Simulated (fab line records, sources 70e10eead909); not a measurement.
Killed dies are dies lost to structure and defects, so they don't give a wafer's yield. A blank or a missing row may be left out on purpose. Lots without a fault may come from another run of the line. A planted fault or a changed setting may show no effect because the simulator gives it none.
Which tool did it? | flow nand_harc | 12 lots, 36 wafers sampled, at 1 step of a route of 1302

WHAT THE GAUGES READ, wafer by wafer
NHARC_A_CONTACT_INSPECT_71.
lot  | measured     | on                | raw_defect_count
L077 | day 22 08:00 | defect_inspect-02 | 22 23 18
L075 | day 22 18:07 | defect_inspect-02 | 101 92 91
L079 | day 23 12:19 | defect_inspect-02 | 161 148 142
L080 | day 24 05:16 | defect_inspect-02 | 77 72 65
L082 | day 25 01:43 | defect_inspect-01 | 66 64 75
L085 | day 26 01:41 | defect_inspect-02 | 41 40 46
L087 | day 27 07:44 | defect_inspect-01 | 106 106 113
L088 | day 28 01:48 | defect_inspect-01 | 19 14 19
L092 | day 28 11:14 | defect_inspect-02 | 97 109 115
L093 | day 29 18:02 | defect_inspect-02 | 175 138 149
L095 | day 30 09:41 | defect_inspect-02 | 28 34 27
L096 | day 31 13:15 | defect_inspect-01 | 98 87 85

WHICH TOOL RAN EACH LOT (tool, then ch and the chambers of the sampled wafers, then the start)
The record holds no process step before these readings.

THE ANSWER, worked out from the rows above alone
Rule: what is usual is taken from the lots themselves. Put in order of their means at a reading, lots are off if they are a third of the lots or fewer, leave a main group of 4 or more, and stand apart from it by a gap of 3 or more times the standard deviation of the main group's means; of several such gaps the widest counts. A main group whose means are all the same, to the digits that the tables above print for the reading, isn't used. A lot without any number at a reading at which 4 lots or more have one is off too. The other lots that the step has rows for count as sound.
No lot is off at any reading shown: from this, nothing can be told.

WHAT THE SIMULATOR HAD PUT IN
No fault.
